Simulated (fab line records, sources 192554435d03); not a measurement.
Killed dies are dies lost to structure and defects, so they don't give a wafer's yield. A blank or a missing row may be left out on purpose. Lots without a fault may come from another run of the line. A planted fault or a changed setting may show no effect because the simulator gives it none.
Chamber matching | flow n5_finfet | N5_BEOL_M0_SAQP_MANDREL_ETCH_103 on rie_si-04: 4 sister chambers
The step etches a-Si in HBr/Cl2, stops on SiCN, target depth 45 nm, bt time 10 s, time 27 s. 8 wafers are shown with their chamber, then 11 later ones without.

WAFERS WITH THEIR CHAMBER
wafer  | chamber | throttle_valve_pct (%) | drypump_motor_current_A (A)
L076.5 | 0       | 35.25                  | 6.0
L082.4 | 2       | 35.25                  | 5.7
L083.2 | 3       | 35.86                  | 4.9
L083.6 | 3       | 35.82                  | 4.9
L085.3 | 1       | 35.49                  | 6.1
L085.4 | 0       | 35.26                  | 5.9
L085.5 | 2       | 35.27                  | 5.7
L089.1 | 1       | 35.46                  | 6.1

WAFERS WITHOUT THEIR CHAMBER
wafer  | throttle_valve_pct (%) | drypump_motor_current_A (A)
L089.3 | 35.84                  | 5.0
L089.6 | 35.28                  | 5.6
L091.1 | 35.48                  | 6.1
L091.3 | 35.26                  | 5.9
L091.4 | 35.24                  | 5.7
L092.1 | 35.29                  | 5.7
L092.3 | 35.83                  | 4.9
L092.6 | 35.47                  | 6.1
L097.1 | 35.48                  | 6.1
L097.2 | 35.28                  | 6.0
L097.5 | 35.82                  | 5.0

WHICH CHAMBER EACH WENT THROUGH
wafer  | from the rows above | in truth
L089.3 | 3                   | 3
L089.6 | 2                   | 2
L091.1 | 1                   | 1
L091.3 | 0                   | 0
L091.4 | 2                   | 2
L092.1 | 2                   | 2
L092.3 | 3                   | 3
L092.6 | 1                   | 1
L097.1 | 1                   | 1
L097.2 | 0                   | 0
L097.5 | 3                   | 3
Placed correctly: 11 of 11. Can't be placed from these rows: 0. Placed wrongly: 0.
How it was worked out, from the rows above alone: a wafer's distance from a chamber is the root of the sum, over the readings, of the square of ((its reading less the chamber's mean) divided by the reading's scatter). The wafer belongs to the nearest chamber; if the next one is less than 2 further off, it can't be placed. A chamber's mean is the mean of its shown wafers. The scatter: the root of (the sum of the squares of (reading less its chamber's mean) over the shown wafers, divided by (wafers less chambers)).
